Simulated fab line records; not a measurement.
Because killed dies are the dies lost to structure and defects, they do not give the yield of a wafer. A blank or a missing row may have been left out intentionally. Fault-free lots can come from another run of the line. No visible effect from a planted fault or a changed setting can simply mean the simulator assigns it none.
Chamber matching || flow nand_harc || NHARC_A_CONTACT_ETCH_49 on rie_diel-12: 4 sister chambers
The step etches the open film in N2/H2, target depth 260 nm, time 475.3 s. 17 wafers are shown with their chamber, then 8 later ones without.

## EACH WAFER AND ITS CHAMBER
{"wafer": "L825.1", "chamber": 0, "drypump_motor_current_A (A)": 5.6, "run_length_s (s)": 496.3, "showerhead_plenum_p_Torr (Torr)": 1.88}
{"wafer": "L825.2", "chamber": 1, "drypump_motor_current_A (A)": 6.4, "run_length_s (s)": 496.6, "showerhead_plenum_p_Torr (Torr)": 1.96}
{"wafer": "L825.5", "chamber": 0, "drypump_motor_current_A (A)": 5.6, "run_length_s (s)": 496.7, "showerhead_plenum_p_Torr (Torr)": 1.88}
{"wafer": "L827.1", "chamber": 2, "drypump_motor_current_A (A)": 5.2, "run_length_s (s)": 497.2, "showerhead_plenum_p_Torr (Torr)": 2.04}
{"wafer": "L827.2", "chamber": 1, "drypump_motor_current_A (A)": 6.4, "run_length_s (s)": 497.0, "showerhead_plenum_p_Torr (Torr)": 1.96}
{"wafer": "L827.5", "chamber": 2, "drypump_motor_current_A (A)": 5.2, "run_length_s (s)": 497.0, "showerhead_plenum_p_Torr (Torr)": 2.04}
{"wafer": "L828.1", "chamber": 1, "drypump_motor_current_A (A)": 6.4, "run_length_s (s)": 497.2, "showerhead_plenum_p_Torr (Torr)": 1.95}
{"wafer": "L828.2", "chamber": 2, "drypump_motor_current_A (A)": 5.2, "run_length_s (s)": 497.1, "showerhead_plenum_p_Torr (Torr)": 2.04}
{"wafer": "L828.4", "chamber": 3, "drypump_motor_current_A (A)": 6.3, "run_length_s (s)": 496.4, "showerhead_plenum_p_Torr (Torr)": 2.01}
{"wafer": "L833.4", "chamber": 0, "drypump_motor_current_A (A)": 5.6, "run_length_s (s)": 496.5, "showerhead_plenum_p_Torr (Torr)": 1.88}
{"wafer": "L833.5", "chamber": 3, "drypump_motor_current_A (A)": 6.4, "run_length_s (s)": 496.6, "showerhead_plenum_p_Torr (Torr)": 2.00}
{"wafer": "L833.6", "chamber": 2, "drypump_motor_current_A (A)": 5.2, "run_length_s (s)": 496.8, "showerhead_plenum_p_Torr (Torr)": 2.04}
{"wafer": "L832.1", "chamber": 3, "drypump_motor_current_A (A)": 6.4, "run_length_s (s)": 496.6, "showerhead_plenum_p_Torr (Torr)": 2.00}
{"wafer": "L832.6", "chamber": 1, "drypump_motor_current_A (A)": 6.4, "run_length_s (s)": 496.6, "showerhead_plenum_p_Torr (Torr)": 1.95}
{"wafer": "L836.5", "chamber": 0, "drypump_motor_current_A (A)": 5.6, "run_length_s (s)": 496.5, "showerhead_plenum_p_Torr (Torr)": 2.22}
{"wafer": "L836.6", "chamber": 3, "drypump_motor_current_A (A)": 6.4, "run_length_s (s)": 496.4, "showerhead_plenum_p_Torr (Torr)": 2.00}
{"wafer": "L842.1", "chamber": 1, "drypump_motor_current_A (A)": 6.4, "run_length_s (s)": 496.8, "showerhead_plenum_p_Torr (Torr)": 1.95}

SIGNATURES (means of the wafers above)
{"reading": "drypump_motor_current_A", "chamber 0": 5.600, "chamber 1": 6.400, "chamber 2": 5.200, "chamber 3": 6.375, "scatter within a chamber": 0.024}
{"reading": "run_length_s", "chamber 0": 496.500, "chamber 1": 496.840, "chamber 2": 497.025, "chamber 3": 496.500, "scatter within a chamber": 0.192}
{"reading": "showerhead_plenum_p_Torr", "chamber 0": 1.9650, "chamber 1": 1.9540, "chamber 2": 2.0400, "chamber 3": 2.0025, "scatter within a chamber": 0.0818}
Rule: distance of a wafer from a chamber = root of the sum over the readings of ((wafer's reading minus chamber's mean) / reading's scatter) squared. The wafer belongs to the nearest chamber; if the next one is less than 2 further off, it can't be placed. The scatter: the root of (the sum of the squares of (reading less its chamber's mean) over the shown wafers, divided by (wafers less chambers)).

## WAFERS MISSING THEIR CHAMBER
{"wafer": "L842.4", "drypump_motor_current_A (A)": 6.4, "run_length_s (s)": 496.7, "showerhead_plenum_p_Torr (Torr)": 2.00}
{"wafer": "L842.5", "drypump_motor_current_A (A)": 6.4, "run_length_s (s)": 496.8, "showerhead_plenum_p_Torr (Torr)": 1.95}
{"wafer": "L844.2", "drypump_motor_current_A (A)": 5.6, "run_length_s (s)": 496.8, "showerhead_plenum_p_Torr (Torr)": 2.21}
{"wafer": "L844.4", "drypump_motor_current_A (A)": 6.4, "run_length_s (s)": 496.8, "showerhead_plenum_p_Torr (Torr)": 2.00}
{"wafer": "L844.5", "drypump_motor_current_A (A)": 5.6, "run_length_s (s)": 496.2, "showerhead_plenum_p_Torr (Torr)": 2.21}
{"wafer": "L843.2", "drypump_motor_current_A (A)": 5.2, "run_length_s (s)": 497.2, "showerhead_plenum_p_Torr (Torr)": 2.03}
{"wafer": "L843.3", "drypump_motor_current_A (A)": 5.6, "run_length_s (s)": 496.2, "showerhead_plenum_p_Torr (Torr)": 2.21}
{"wafer": "L843.5", "drypump_motor_current_A (A)": 5.2, "run_length_s (s)": 496.9, "showerhead_plenum_p_Torr (Torr)": 2.03}

## THE CHAMBER EACH PASSED THROUGH
{"wafer": "L842.4", "from the rows above": "can't be placed: 1 or 3", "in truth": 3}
{"wafer": "L842.5", "from the rows above": "can't be placed: 1 or 3", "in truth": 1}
{"wafer": "L844.2", "from the rows above": 0, "in truth": 0}
{"wafer": "L844.4", "from the rows above": "can't be placed: 1 or 3", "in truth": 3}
{"wafer": "L844.5", "from the rows above": 0, "in truth": 0}
{"wafer": "L843.2", "from the rows above": 2, "in truth": 2}
{"wafer": "L843.3", "from the rows above": 0, "in truth": 0}
{"wafer": "L843.5", "from the rows above": 2, "in truth": 2}
Correct placement for 5 of the 8. Unplaceable from these rows: 3, with the true chamber sitting among the candidates in 3. Number placed wrongly: 0.
